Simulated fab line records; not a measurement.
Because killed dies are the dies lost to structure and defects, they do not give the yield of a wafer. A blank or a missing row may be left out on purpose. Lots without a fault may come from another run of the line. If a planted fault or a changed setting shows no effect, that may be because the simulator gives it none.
Matching of chambers / flow nand_harc / 4 sister chambers for NHARC_A_BLC_STRIP_21 on rie_diel-11
The step strips in O2. 8 wafers are shown with their chamber, then 12 later ones without.

== EACH WAFER AND ITS CHAMBER ==
wafer=L085.5; chamber=2; showerhead_plenum_p_Torr (Torr)=3.41; drypump_motor_current_A (A)=5.2
wafer=L090.4; chamber=0; showerhead_plenum_p_Torr (Torr)=3.58; drypump_motor_current_A (A)=6.6
wafer=L090.6; chamber=0; showerhead_plenum_p_Torr (Torr)=3.58; drypump_motor_current_A (A)=6.6
wafer=L089.2; chamber=3; showerhead_plenum_p_Torr (Torr)=3.52; drypump_motor_current_A (A)=6.2
wafer=L089.4; chamber=2; showerhead_plenum_p_Torr (Torr)=3.40; drypump_motor_current_A (A)=5.3
wafer=L091.1; chamber=3; showerhead_plenum_p_Torr (Torr)=3.51; drypump_motor_current_A (A)=6.3
wafer=L091.3; chamber=1; showerhead_plenum_p_Torr (Torr)=3.68; drypump_motor_current_A (A)=5.9
wafer=L091.6; chamber=1; showerhead_plenum_p_Torr (Torr)=3.68; drypump_motor_current_A (A)=5.9

== WAFERS MISSING THEIR CHAMBER ==
wafer=L097.1; showerhead_plenum_p_Torr (Torr)=3.57; drypump_motor_current_A (A)=6.6
wafer=L097.4; showerhead_plenum_p_Torr (Torr)=3.68; drypump_motor_current_A (A)=5.9
wafer=L097.6; showerhead_plenum_p_Torr (Torr)=3.68; drypump_motor_current_A (A)=5.9
wafer=L095.2; showerhead_plenum_p_Torr (Torr)=3.57; drypump_motor_current_A (A)=6.6
wafer=L095.3; showerhead_plenum_p_Torr (Torr)=3.51; drypump_motor_current_A (A)=6.3
wafer=L095.5; showerhead_plenum_p_Torr (Torr)=3.40; drypump_motor_current_A (A)=5.2
wafer=L094.3; showerhead_plenum_p_Torr (Torr)=3.57; drypump_motor_current_A (A)=6.7
wafer=L094.5; showerhead_plenum_p_Torr (Torr)=3.57; drypump_motor_current_A (A)=6.7
wafer=L094.6; showerhead_plenum_p_Torr (Torr)=3.68; drypump_motor_current_A (A)=5.9
wafer=L096.1; showerhead_plenum_p_Torr (Torr)=3.57; drypump_motor_current_A (A)=6.7
wafer=L096.2; showerhead_plenum_p_Torr (Torr)=3.68; drypump_motor_current_A (A)=5.8
wafer=L096.4; showerhead_plenum_p_Torr (Torr)=3.51; drypump_motor_current_A (A)=6.3

== WHICH CHAMBER EACH ONE RAN IN ==
wafer=L097.1; from the rows above=0; in truth=0
wafer=L097.4; from the rows above=1; in truth=1
wafer=L097.6; from the rows above=1; in truth=1
wafer=L095.2; from the rows above=0; in truth=0
wafer=L095.3; from the rows above=3; in truth=3
wafer=L095.5; from the rows above=2; in truth=2
wafer=L094.3; from the rows above=0; in truth=0
wafer=L094.5; from the rows above=0; in truth=0
wafer=L094.6; from the rows above=1; in truth=1
wafer=L096.1; from the rows above=0; in truth=0
wafer=L096.2; from the rows above=1; in truth=1
wafer=L096.4; from the rows above=3; in truth=3
12 of 12 placed correctly. From these rows, 0 cannot be placed. Wrongly placed: 0.
How it was worked out, from the rows above alone: a wafer's distance from a chamber is the root of the sum, over the readings, of the square of ((its reading less the chamber's mean) divided by the reading's scatter). The wafer belongs to the nearest chamber; if the next one is less than 2 further off, it can't be placed. Each chamber's mean is taken over the wafers shown for it. The scatter: take each reading less its chamber's mean, square it, sum over the shown wafers, divide by the number of wafers less the number of chambers, and take the root.
